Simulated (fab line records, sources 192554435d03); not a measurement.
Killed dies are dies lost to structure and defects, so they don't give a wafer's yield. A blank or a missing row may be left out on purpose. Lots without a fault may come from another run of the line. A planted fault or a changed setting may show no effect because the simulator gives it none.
Chamber matching | flow n5_finfet | N5_BEOL_M7_CMP_52 on cmp-01: 4 sister chambers
The step polishes, stops on SiCOH lowk, t overpolish 6.9 s, target thk 80 nm. 18 wafers are shown with their chamber, then 9 later ones without.

WAFERS WITH THEIR CHAMBER
wafer  | chamber | motor_current_A (A) | time_to_endpoint_s (s) | barrier_field_endpoint_s (s)
L075.3 | 2       | 5.4                 | 60.0                   | 28.1
L075.4 | 0       | 6.8                 | 65.9                   | 30.1
L075.5 | 0       | 6.3                 | 64.6                   | 29.0
L076.2 | 3       | 6.0                 | 60.3                   | 28.3
L076.4 | 1       | 6.0                 | 62.5                   | 29.8
L076.6 | 2       | 5.4                 | 62.7                   | 29.2
L084.3 | 2       | 5.1                 | 55.7                   | 28.3
L084.5 | 1       | 6.0                 | 64.0                   | 29.3
L084.6 | 2       | 5.1                 | 56.8                   | 28.9
L086.1 | 1       | 6.0                 | 64.9                   | 29.0
L086.2 | 0       | 6.2                 | 64.5                   | 28.8
L086.4 | 2       | 5.1                 | 65.4                   | 29.6
L091.4 | 2       | 5.1                 | 62.1                   | 28.8
L091.5 | 1       | 5.9                 | 63.8                   | 28.9
L091.6 | 0       | 6.5                 | 63.1                   | 29.2
L092.1 | 2       | 5.4                 | 63.8                   | 28.9
L092.4 | 1       | 5.7                 | 68.6                   | 30.2
L092.6 | 0       | 6.3                 | 66.6                   | 29.4

SIGNATURES (means of the wafers above)
reading                  | chamber 0 | chamber 1 | chamber 2 | chamber 3 | scatter within a chamber
motor_current_A          | 6.420     | 5.920     | 5.229     | 6.000     | 0.179
time_to_endpoint_s       | 64.940    | 64.760    | 60.929    | 60.300    | 2.76
barrier_field_endpoint_s | 29.300    | 29.440    | 28.829    | 28.300    | 0.519
Rule: a wafer's distance from a chamber is the root of the sum, over the readings, of the square of ((its reading less the chamber's mean) divided by the reading's scatter). The wafer belongs to the nearest chamber; if the next one is less than 2 further off, it can't be placed. The scatter: the root of (the sum of the squares of (reading less its chamber's mean) over the shown wafers, divided by (wafers less chambers)).

WAFERS WITHOUT THEIR CHAMBER
wafer  | motor_current_A (A) | time_to_endpoint_s (s) | barrier_field_endpoint_s (s)
L095.1 | 5.8                 | 63.5                   | 29.1
L095.3 | 5.5                 | 61.6                   | 29.3
L095.4 | 6.6                 | 62.7                   | 29.1
L096.2 | 5.2                 | 58.0                   | 28.0
L096.3 | 6.1                 | 61.2                   | 28.6
L096.6 | 6.2                 | 62.5                   | 28.5
L097.1 | 5.8                 | 64.9                   | 29.4
L097.4 | 6.4                 | 64.5                   | 29.7
L097.5 | 5.9                 | 68.7                   | 29.6

WHICH CHAMBER EACH WENT THROUGH
wafer  | from the rows above          | in truth
L095.1 | can't be placed: 1 or 3      | 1
L095.3 | can't be placed: 2 or 1 or 3 | 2
L095.4 | 0                            | 0
L096.2 | 2                            | 2
L096.3 | can't be placed: 3 or 1 or 0 | 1
L096.6 | can't be placed: 3 or 0 or 1 | 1
L097.1 | 1                            | 1
L097.4 | can't be placed: 0 or 1      | 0
L097.5 | can't be placed: 1 or 0      | 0
Placed correctly: 3 of 9. Can't be placed from these rows: 6 (the true chamber is among the candidates in 6). Placed wrongly: 0.
